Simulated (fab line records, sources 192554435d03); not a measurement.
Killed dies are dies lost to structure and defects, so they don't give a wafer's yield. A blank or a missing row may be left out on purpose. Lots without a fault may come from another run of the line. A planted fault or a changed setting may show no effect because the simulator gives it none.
fab line records | flow n5_finfet
record lots=3 wafers=8 last_day=17
route steps=1938 shown MOL_CONTACT_COAG@569 BEOL_M4@1111 PASSIVATION@1936
lots that met no fault: from a run of the same line without faults
start_h: hours from the record's first day to the start of the lot's first wafer shown | wait_h: hours since the lot's step before | " the same as in the row above | L1.1+2: a row that stands for several wafers | - no value, or no start given | * or withheld: withheld | < > ~ a bound
route shown NAME@n: a module of which the file shows steps, and the number in the route of the first | usual: mean/standard deviation of fault-free wafers | same: alike in all rows | chamber/n: place in a boat | sites: the reading at each site | _std_site: their standard deviation | _edge_site: outer sites' mean less inner sites' | radius_mm: how far each site lies from the wafer's centre | mask NAME#n: copy n | behind: the tool/chamber that last shaped the wafer | hold: why the lot was held/for how many hours/how that ended | device: the transistor (n, p or np) that didn't switch | end of line: the same wafers' tests at the end of the route | a step without rows: its recipe alone | killed: dies lost to structure and defects at the first sort, not the wafer's yield | map: a wafer's dies, x killed, . not, _ none there
set.NAME: the setting as run; set.NAME@STEP: as run at that earlier step | model.NAME: the simulator's own value behind a step, which no gauge read
lots at some steps of the route; a table a step, a row a wafer
services: from which hour (start_h, from the record's first day; less than 0 if before it) a tool's chamber was out of use, for how many hours, and why
## steps
# step N5_MOL_CONTACT_COAG_SOFTBAKE_79
# recipe temp_c=110 time_s=60 resist=CAR-EUV
# step N5_MOL_CONTACT_COAG_EXPOSE_81
# recipe mask_id=VG na=0.33 source_shape=annular sigma_inner=0.3 sigma_outer=0.7 polarization=unpolarized defocus_nm=0 dose_mj=59.5
# step N5_MOL_CONTACT_COAG_PEB_82
# recipe peb_temp_c=100 peb_time_s=60 resist=CAR-EUV
# step N5_MOL_CONTACT_COAG_DEVELOP_83
# recipe develop_time_s=30 developer=TMAH resist=CAR-EUV rinse_liquid=surfactant_rinse dry=air_spin dev_temp_c=23
# step N5_MOL_CONTACT_COAG_DESCUM_88
# recipe chemistry=O2 time_s=7 source_power_w=50 bias_power_w=20 pressure_mtorr=20 rf_frequency_hz=2.712e+07 temp_c=40 resist=CAR-EUV o2_flow_sccm=225
# step N5_MOL_CONTACT_COAG_ETCH_89
# recipe chemistry=N2/H2 target=underlayer target_depth_a=130 mask_material=CAR-EUV time_s=10.4 ion_energy_ev=200 pressure_mtorr=30 source_w=840 bias_w=150 n2_flow_sccm=200 h2_flow_sccm=200 ends=cleared
# step N5_MOL_CONTACT_COAG_ETCH_90
# recipe chemistry=CF4 target=SiARC target_depth_a=130 mask_material=CAR-EUV time_s=21.7 ion_energy_ev=80 pressure_mtorr=40 source_w=545 bias_w=36 Ar_flow_sccm=100 cf4_flow_sccm=100 ends=cleared
# step N5_MOL_CONTACT_COAG_ALD_131
# recipe material=SiO2 target_thk_a=50 temp_c=100 ald_precursor_family=BDEAS ald_co_reactant=O2-plasma pulse_time_s=1 co_reactant_pulse_time_s=1 purge_time_s=2 co_reactant_purge_time_s=2 ald_cycles=35 pressure_torr=2
# step N5_MOL_CONTACT_COAG_ETCHBACK_132
# recipe chemistry=CHF3 target=SiO2 target_depth_a=100 time_s=6.7 ion_energy_ev=200 pressure_mtorr=30 source_w=610 bias_w=170 Ar_flow_sccm=200 CHF3_flow_sccm=50
# step N5_MOL_CONTACT_COAG_ETCH_91
# recipe chemistry=N2/H2 target=SOC target_depth_a=600 overetch_a=210 mask_material=SiARC temp_c=40 time_s=101.2 ion_energy_ev=200 pressure_mtorr=30 source_w=840 bias_w=150 n2_flow_sccm=200 h2_flow_sccm=200
# usual drypump_motor_current_A=5.6/0.49 oes_product_au=0.69/0.051 rf_vpp_V=524.5/2.7 showerhead_plenum_p_Torr=2.57/0.097 throttle_valve_pct=17.73/0.18
# columns lot.wafer tool chamber start_h wait_h drypump_motor_current_A oes_product_au rf_hours_counter_h rf_vpp_V showerhead_plenum_p_Torr throttle_valve_pct model.etch.depth_nm model.SiARC_of_MOL_CONTACT_COAG_COAT_76.thk_nm
L883.3 rie_diel-02 2 166.07 0.0 5.8 0.68 77 528.8 2.69 17.73 60.11 5.8
L883.5 " 2 " " 5.8 0.66 - 528.3 2.69 17.73 56.4 7
L894.2 rie_diel-01 0 224.21 0.0 6.1 0.59 246 519.0 2.40 18.07 60.16 5.6
L894.3 " 1 " " 5.3 0.58 235 522.5 2.52 18.05 59.99 5.8
L894.6 " 0 " " 6.1 0.59 - 519.7 2.40 18.09 59.99 5.6
L895.3 rie_diel-02 2 231.22 0.0 5.7 0.66 99 527.0 2.68 17.78 60.21 5.8
L895.4 " 0 " " 5.8 0.69 62 526.4 2.60 17.59 59.94 5.8
L895.5 " 0 " " 5.9 0.69 - 523.8 2.60 17.58 60.01 5.8
# step N5_MOL_CONTACT_COAG_STRIP_92
# recipe chemistry=N2/H2 temp_c=40 n2_flow_sccm=200 h2_flow_sccm=200 rf_frequency_hz=6e+07
# step N5_MOL_CONTACT_COAG_STRIP_93
# recipe chemistry=N2/H2 temp_c=40 n2_flow_sccm=200 h2_flow_sccm=200 rf_frequency_hz=6e+07
# step N5_MOL_CONTACT_COAG_ETCHBACK_135
# recipe chemistry=CHF3 target=SiO2 target_depth_a=250 time_s=16.7 ion_energy_ev=200 pressure_mtorr=30 source_w=610 bias_w=170 Ar_flow_sccm=200 CHF3_flow_sccm=50
# step N5_MOL_CONTACT_COAG_STRIP_118
# recipe chemistry=CHF3 resist=SiARC rf_frequency_hz=6e+07
# step N5_MOL_CONTACT_COAG_VIA_ETCH_46
# recipe chemistry=C4F6/O2 target_depth_a=460 overetch_a=92 mask_material=SOC target=SiO2 bias_w=455 pressure_mtorr=10 time_s=40 source_w=325 Ar_flow_sccm=300 C4F6_flow_sccm=10 O2_flow_sccm=10 ion_energy_ev=575.3 ends=end_point
# step N5_MOL_CONTACT_COAG_STRIP_96
# recipe chemistry=N2/H2 power_w=500 temp_c=40 pressure_mtorr=50 rf_frequency_hz=6e+07 overash_fraction=0.3 bias_power_w=28 h2_frac=0.5 n2_flow_sccm=300 h2_flow_sccm=300
# step N5_MOL_CONTACT_COAG_ETCH_47
# recipe chemistry=CH3F/O2 target=SiNx target_depth_a=270 mask_material=SiO2 stop_on=W over_etch_frac=0.2 ion_energy_ev=120 endpoint=OES-CN pressure_mtorr=30 source_w=395 bias_w=73 Ar_flow_sccm=150 CH3F_flow_sccm=30 O2_flow_sccm=20 ends=end_point
# usual drypump_motor_current_A=5.6/0.49 etch_rf_on_time_s=31.1/0.39 oes_o_777_au=0.83/0.063 oes_product_au=0.74/0.056 rf_vpp_V=296.2/2.9 showerhead_plenum_p_Torr=2.01/0.075 throttle_valve_pct=16.26/0.19
# columns lot.wafer tool chamber start_h wait_h drypump_motor_current_A etch_rf_on_time_s oes_o_777_au oes_product_au rf_hours_counter_h rf_vpp_V showerhead_plenum_p_Torr throttle_valve_pct
L883.3 rie_diel-02 2 166.30 0.0 5.7 31.5 0.85 0.73 78 292.2 2.11 16.16
L883.5 " 2 " " 5.7 31.3 0.84 0.33 - 293.7 2.11 16.13
L894.2 rie_diel-01 0 224.44 0.0 6.1 30.7 0.72 0.63 246 292.3 1.89 16.66
L894.3 " 1 " " 5.3 32.1 0.68 0.60 235 297.2 1.97 16.54
L894.6 " 0 " " 6.1 30.7 0.72 0.63 - 292.6 1.89 16.67
L895.3 rie_diel-02 2 231.45 0.0 5.7 31.3 0.82 0.71 99 292.2 2.10 16.21
L895.4 " 0 " " 5.8 31.3 0.84 0.74 62 292.7 2.04 16.10
L895.5 " 0 " " 5.8 30.9 0.83 0.74 - 295.6 2.04 16.10
# step N5_MOL_CONTACT_COAG_STRIP_119
# recipe chemistry=N2/H2 time_s=30 power_w=1000 temp_c=250 pressure_mtorr=withheld n2_flow_sccm=1750 h2_flow_sccm=3250
# step N5_MOL_CONTACT_COAG_PRECLEAN_144
# recipe chemistry=alkaline_clean temp_c=60 time_s=60 do_ppb=50
# step N5_MOL_CONTACT_COAG_SRD_145
# recipe dry=ipa_marangoni time_s=30 temp_c=23 rinse_liquid=diw
# step N5_MOL_CONTACT_COAG_CD_MEAS_137
# recipe target_cd_nm=16
# usual cd_nm=15.8/0.34
# columns lot.wafer tool chamber start_h wait_h cd_nm
L883.3 cd_sem-03 - 166.53 0.0 15.8
L883.5 " - " " -
L894.2 cd_sem-02 - 224.67 0.0 16.3
L894.3 " - " " 15.9
L894.6 " - " " 15.7
L895.3 cd_sem-01 - 231.73 0.0 16.1
L895.4 " - " " 15.6
L895.5 " - " " 16.4
# step N5_MOL_CONTACT_COAG_COAT_62
# recipe resist=SOC temp_c=250 time_s=60 spin_rpm=1500 resist_thk_nm=60
# step N5_MOL_CONTACT_COAG_COAT_63
# recipe resist=SiARC temp_c=220 time_s=60 spin_rpm=1500 resist_thk_nm=10
# step N5_MOL_CONTACT_COAG_COAT_64
# recipe resist=underlayer temp_c=205 time_s=60 spin_rpm=1500 resist_thk_nm=10
# step N5_MOL_CONTACT_COAG_COAT_34
# recipe resist=CAR-EUV spin_rpm=1500 resist_thk_nm=40
# step N5_MOL_CONTACT_COAG_EBR_36
# recipe solvent=PGMEA ebr_width_mm=1.5
# step N5_MOL_CONTACT_COAG_SOFTBAKE_35
# recipe temp_c=110 time_s=60 resist=CAR-EUV
# step N5_MOL_CONTACT_COAG_EXPOSE_37
# recipe mask_id=VD na=0.33 source_shape=annular sigma_inner=0.3 sigma_outer=0.7 polarization=unpolarized defocus_nm=0 dose_mj=62
# step N5_MOL_CONTACT_COAG_PEB_38
# recipe peb_temp_c=100 peb_time_s=60 resist=CAR-EUV
# step N5_MOL_CONTACT_COAG_DEVELOP_39
# recipe develop_time_s=30 developer=TMAH resist=CAR-EUV rinse_liquid=surfactant_rinse dry=air_spin dev_temp_c=23
# step N5_MOL_CONTACT_COAG_DESCUM_45
# recipe chemistry=O2 time_s=7 source_power_w=50 bias_power_w=20 pressure_mtorr=20 rf_frequency_hz=2.712e+07 temp_c=40 resist=CAR-EUV o2_flow_sccm=225
# step N5_MOL_CONTACT_COAG_ETCH_65
# recipe chemistry=N2/H2 target=underlayer target_depth_a=130 mask_material=CAR-EUV time_s=10.4 ion_energy_ev=200 pressure_mtorr=30 source_w=840 bias_w=150 n2_flow_sccm=200 h2_flow_sccm=200 ends=cleared
# step N5_MOL_CONTACT_COAG_ETCH_66
# recipe chemistry=CF4 target=SiARC target_depth_a=130 mask_material=CAR-EUV time_s=21.7 ion_energy_ev=80 pressure_mtorr=40 source_w=545 bias_w=36 Ar_flow_sccm=100 cf4_flow_sccm=100 ends=cleared
# step N5_MOL_CONTACT_COAG_ALD_133
# recipe material=SiO2 target_thk_a=50 temp_c=100 ald_precursor_family=BDEAS ald_co_reactant=O2-plasma pulse_time_s=1 co_reactant_pulse_time_s=1 purge_time_s=2 co_reactant_purge_time_s=2 ald_cycles=35 pressure_torr=2
# step N5_MOL_CONTACT_COAG_ETCHBACK_134
# recipe chemistry=CHF3 target=SiO2 target_depth_a=100 time_s=6.7 ion_energy_ev=200 pressure_mtorr=30 source_w=610 bias_w=170 Ar_flow_sccm=200 CHF3_flow_sccm=50
# step N5_MOL_CONTACT_COAG_ETCH_67
# recipe chemistry=N2/H2 target=SOC target_depth_a=600 overetch_a=210 mask_material=SiARC temp_c=40 time_s=101.2 ion_energy_ev=200 pressure_mtorr=30 source_w=840 bias_w=150 n2_flow_sccm=200 h2_flow_sccm=200
# step N5_MOL_CONTACT_COAG_ETCH_124
# recipe chemistry=CH3F/O2 target=SiNx target_depth_a=65 mask_material=SOC stop_on=SiOC over_etch_frac=0.3 ion_energy_ev=120 pressure_mtorr=30 source_w=395 bias_w=73 Ar_flow_sccm=150 CH3F_flow_sccm=30 O2_flow_sccm=20 ends=end_point
# usual drypump_motor_current_A=5.7/0.47 oes_o_777_au=0.81/0.074 oes_product_au=0.69/0.063 rf_vpp_V=296.1/2.7 showerhead_plenum_p_Torr=1.99/0.071 throttle_valve_pct=16.29/0.19
# columns lot.wafer tool chamber start_h wait_h drypump_motor_current_A oes_o_777_au oes_product_au rf_hours_counter_h rf_vpp_V showerhead_plenum_p_Torr throttle_valve_pct
L883.3 rie_diel-06 3 167.74 0.0 5.1 0.86 0.74 49 301.6 2.11 16.20
L883.5 " 1 " " 6.7 0.79 0.32 - 299.6 1.92 16.30
L894.2 rie_diel-02 2 225.83 0.0 5.8 0.83 0.68 98 292.8 2.10 16.19
L894.3 " 1 " " 5.6 0.84 0.69 80 295.8 2.01 16.00
L894.6 " 0 " " 5.8 0.84 0.71 - 293.8 2.04 16.07
L895.3 rie_diel-01 2 232.95 0.0 6.4 0.90 0.77 18 295.1 1.95 16.07
L895.4 " 1 " " 5.3 0.69 0.58 237 296.9 1.97 16.51
L895.5 " 2 " " 6.4 0.90 0.77 - 292.6 1.95 16.08
# step N5_MOL_CONTACT_COAG_ETCH_48
# recipe chemistry=C4F6/O2 target_depth_a=150 overetch_a=45 mask_material=SOC target=SiOC bias_w=465 pressure_mtorr=10 time_s=17 source_w=335 Ar_flow_sccm=300 C4F6_flow_sccm=10 O2_flow_sccm=10 ion_energy_ev=576
# usual drypump_motor_current_A=5.7/0.47 oes_o_777_au=0.82/0.075 oes_product_au=0.66/0.071 rf_vpp_V=1582/13 showerhead_plenum_p_Torr=2.82/0.097 throttle_valve_pct=40.38/0.3
# columns lot.wafer tool chamber start_h wait_h drypump_motor_current_A oes_o_777_au oes_product_au rf_hours_counter_h rf_vpp_V showerhead_plenum_p_Torr throttle_valve_pct
L883.3 rie_diel-06 3 167.78 0.0 5.1 0.87 0.69 49 1622 2.98 40.73
L883.5 " 1 " " 6.7 0.81 0.31 - 1590 2.73 40.29
L894.2 rie_diel-02 2 225.87 0.0 5.8 0.84 0.67 98 1563 2.97 40.57
L894.3 " 1 " " 5.6 0.84 0.66 80 1578 2.85 40.27
L894.6 " 0 " " 5.8 0.83 0.67 - 1573 2.89 40.40
L895.3 rie_diel-01 2 232.99 0.0 6.3 0.89 0.76 18 1573 2.78 40.21
L895.4 " 1 " " 5.3 0.69 0.58 237 1585 2.80 40.34
L895.5 " 2 " " 6.4 0.89 0.76 - 1574 2.78 40.19
# step N5_BEOL_M4_RC_MEAS_101
# usual DIBL_N=36.1/1.5 DIBL_P=36.1/1.9 IOFF_N=0.159/0.029 IOFF_P=0.21/0.038 ION_N=675/11 ION_P=464/8.1 SS_N=71.5/0.57 SS_P=73.3/0.64 VT_N=249/3.1 VT_P=-250/3.8
# columns lot.wafer tool chamber start_h wait_h DIBL_N[mV/V] DIBL_P[mV/V] IOFF_N[nA/um] IOFF_P[nA/um] ION_N[uA/um] ION_P[uA/um] SS_N[mV/dec] SS_P[mV/dec] VT_N[mV] VT_P[mV]
L883.3 prober-01 0 221.56 0.3 33.0 32.5 0.120 0.17 654 455 70.6 72.0 255 -251
L894.2 prober-02 0 300.79 0.2 36.5 37.5 0.160 0.21 679 460 71.0 74.1 250 -253
L894.3 " 0 " " 36.1 37.1 0.158 0.20 669 453 71.5 73.8 250 -253
L894.6 " 0 " " 34.9 36.2 0.147 0.19 671 456 71.0 73.5 249 -254
L895.3 prober-02 0 306.34 0.3 36.7 36.3 0.176 0.27 684 475 70.9 73.5 246 -244
L895.4 " 0 " " 35.1 35.1 0.153 0.27 675 482 70.9 73.0 249 -242
L895.5 " 0 " " 37.2 36.5 0.166 0.28 673 471 72.3 73.6 251 -243
# step N5_PASSIVATION_PROBE_49
# usual defect_limited_yield=91.5/1.6 killed_at_M0_to_M3=33/10 killed_at_M4_up=13/5.6 killed_at_contacts=13/6 killed_at_front_end=39/12 killed_at_other=3.0/2.8 killed_dies=101/19 killed_on_rim=13/4 killed_open=65/13 killed_short=32/8.3 sort_bin_5_function=5.0/1 sort_bin_6_memory=3.1/0.69 sort_n_pass=1079/19 sort_yield_pct=91.5/1.6
# same gross_dies=1180 killed_at_back_side=0 sort_bin_4_leakage[%]=0 sort_bin_8_speed[%]=0
# columns lot.wafer tool chamber start_h wait_h defect_limited_yield[%] killed_at_M0_to_M3 killed_at_M4_up killed_at_contacts killed_at_front_end killed_at_other killed_dies killed_on_rim killed_open killed_short sort_bin_5_function[%] sort_bin_6_memory[%] sort_n_pass sort_yield_pct[%]
L883.5 prober-01 - 327.39 0.2 2.3 26 8 1070 47 2 1153 143 60 31 94.6 2.8 27 2.3
# killed by level:class
L883.5 MOL_CONTACT_COAG:area_etch=1060 STI_FIN_REVEAL:geometric_particle:open=16 FIN_SAQP:geometric_particle:open=10 FIN_SAQP:geometric_particle:short=6 MOL_CONTACT_COAG:geometric_particle:open=6 BEOL_M3:geometric_particle:open=6 BEOL_M0_SAQP:geometric_particle:short=5 STI_FIN_REVEAL:geometric_particle:short=4
# map L883.5 (x killed, . not)
_________________x...xxxxxxxx________________
______________xxxxxxxxxxxxxxxxxx_____________
___________xxxxxxxxxxxxxxxxxxxxxxxx__________
__________xxxxxxxxxxxxxxxxxxxxxxxxxx_________
________xxxxxxxxxxxxxxxxxxx.xxxxxxxxxx_______
_______xxxxxxxxxxxxxx.xxxxxxxxxxxxxxxxx______
______xxxxxxxxxxxxxxxxxxxxxxxxxxxx.xxxxx_____
_____xxxxxxxxxxxxxxxxxxxxxxxxxxxxxx.xxxxx____
____xxxxxxxxxxxxxxxxxxxxxxxxxxxxxxxxxxxxxx___
___xxxxxxxxxxxxxxxxxxxxxxxx.xxxxxxxxxxx.xxx__
___xxxxxxxxxxxxxxxxxxxxxxxxxxxxxxxxxxxxx.xx__
__xxxxxxxxxxxxxxxxxxxxxxxxxxxxxxxxxxxxxxx.xx_
__xxxxxxxxxxxxxxxxxxxxxxxxxxxxxxxxxxxxxxxxxx_
_xxxxxxxxxxxxxxxxxxxxxxxxxxxxxxxxxxxxxxxxxxxx
_xxxxxxxxxxxxxxxxxxxxxxxxxxxxxxxxxxxxxxxxxxxx
_xxxxxxxxxxxxxxxxxxxxxxxxxxxxxxxxxxxxxxxxxx.x
_xxxxxxxxxxxxxxxxxxxxxxxxxxxxxxxxxxxxxxxxxx.x
_xxxxxxxxxxxxxxxxxxxxxxxxxxxxxxxxxxxxxxxxxxxx
_xxxxxxxxxxxxxxxxxxxxxxxxxxxxxxxxxxxxxxxxxxxx
_xxxxxxxxxxxxxxxxxxxxxxxxxxxxxxxxxxxxxxxxxxxx
_xxxxxxxxxxxxxxxxxxxxxxxxxxxxxxxxxxxxxxxxxx.x
__xxxxxxxxxxxxxxxxxxxxxxxxxxxxxxxxxxxxxx.xxx_
__xxxxxxxxxxxxxxxxxxxxxxxxxxxxxxxxxxxxxxxxx._
___xxxxxxxxxxxxxxxxxxxxxxxxxxxxxxxxxxxx....__
___xx.xxxxxxxxxxxxxxxxxxxxxxxxxxxxxxxxxxx.x__
____xxxxxxxxxxxxxxxxxxxxxxxxxxxxxxxxxxxx.x___
_____xxxxxxxxxxxxxxxxxxxxxxxx.xxxxxxxxxx.____
______xxxxxxxxxxxxxxxxxxxxxx..xxxxxxxxxx_____
_______xxxxxxxxxxxxxxxxxxxxxxxxxxxxxxxx______
________xxxxxxxxxxxxxxxxxxxxxxxxxxxxxx_______
__________xxxxxxxxxxxxxxxxxxxxxxxxxx_________
___________xxxxxxxxxxxxxxxxxxxxxxxx__________
______________xxxxxxxxxxxxxxxxxx_____________
_________________xxxxxxxxxxxx________________
# map L895.3 (x killed, . not)
_________________.......x.x..________________
______________.....x.x.........._____________
___________..x..x....x.............__________
__________............x............._________
________................xx.xx........._______
_______.......x....x.......x........x..______
______...x.............................._____
_____x.............x.....................____
____....x..x...............x.....x.....x..___
___........x........x.......x.x......x.....__
___.....x................x...x.......x.....__
__..x......................................._
__..............................x..........._
_............x..............x..........x.....
_....x........x....................x.........
_....x.....x....x............................
_...x.......x..................x.x.....x.....
_................x...............x..x...x....
_.....x....x...........x.....................
_..............................x.............
_x....x........................x...........x.
__................x.......xx.xx............._
__..................x......................._
___.........................x..............__
___.....x.x..x.............................__
____.................xx.xx...............x___
_____..........................x.........____
______..................x....x.........._____
_______....x....x.x.......x....x.x.....______
________.............................._______
__________.........................._________
___________.........x.......x...x..__________
______________x.x.......xx......_____________
_________________.x.x........________________
## services
# columns tool chamber start_h hours kind
rie_diel-02 0 145.20 4.2 repair
rie_diel-01 2 155.86 - clean
rie_diel-01 2 155.86 - consumable_replace:focus_ring
rie_diel-01 2 155.86 24.8 scheduled_down
rie_diel-01 2 155.86 24.8 vent_cycle
rie_diel-06 3 219.51 1.4 repair
## key
first_sign step=N5_MOL_CONTACT_COAG_ETCH_47 reading=oes_product_au direction=down sigmas=7.4 usual=0.74 struck=0.33
effect step=N5_MOL_CONTACT_COAG_CD_MEAS_137 reading=cd_nm direction=missing
effect step=N5_MOL_CONTACT_COAG_ETCH_124 reading=oes_product_au direction=down sigmas=5.8 usual=0.69 struck=0.32
effect step=N5_MOL_CONTACT_COAG_ETCH_48 reading=oes_product_au direction=down sigmas=5 usual=0.66 struck=0.31
effect step=N5_PASSIVATION_PROBE_49 reading=killed_at_contacts direction=up sigmas=99+ usual=13 struck=1070
model_effect step=N5_MOL_CONTACT_COAG_ETCH_91 value=etch.depth_nm without=60.15 struck=56.4
more_kills_born_at N5_MOL_CONTACT_COAG_ETCH_91@rie_diel-02=1060
met_at N5_MOL_CONTACT_COAG_ETCH_91
struck_wafers L883.5
later_rows_left_out L883.5
fault kind=process_parameter_drift tool=rie_diel-02 chamber=- onset_h=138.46 steps=N5_MOL_CONTACT_COAG_ETCH_91 channel=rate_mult offset=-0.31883 shape=step end_h=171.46 scope=struck_wafers_only
# later_rows_left_out: the simulator's readings of these wafers behind a module that went badly wrong aren't trusted and aren't shown, but for the sort
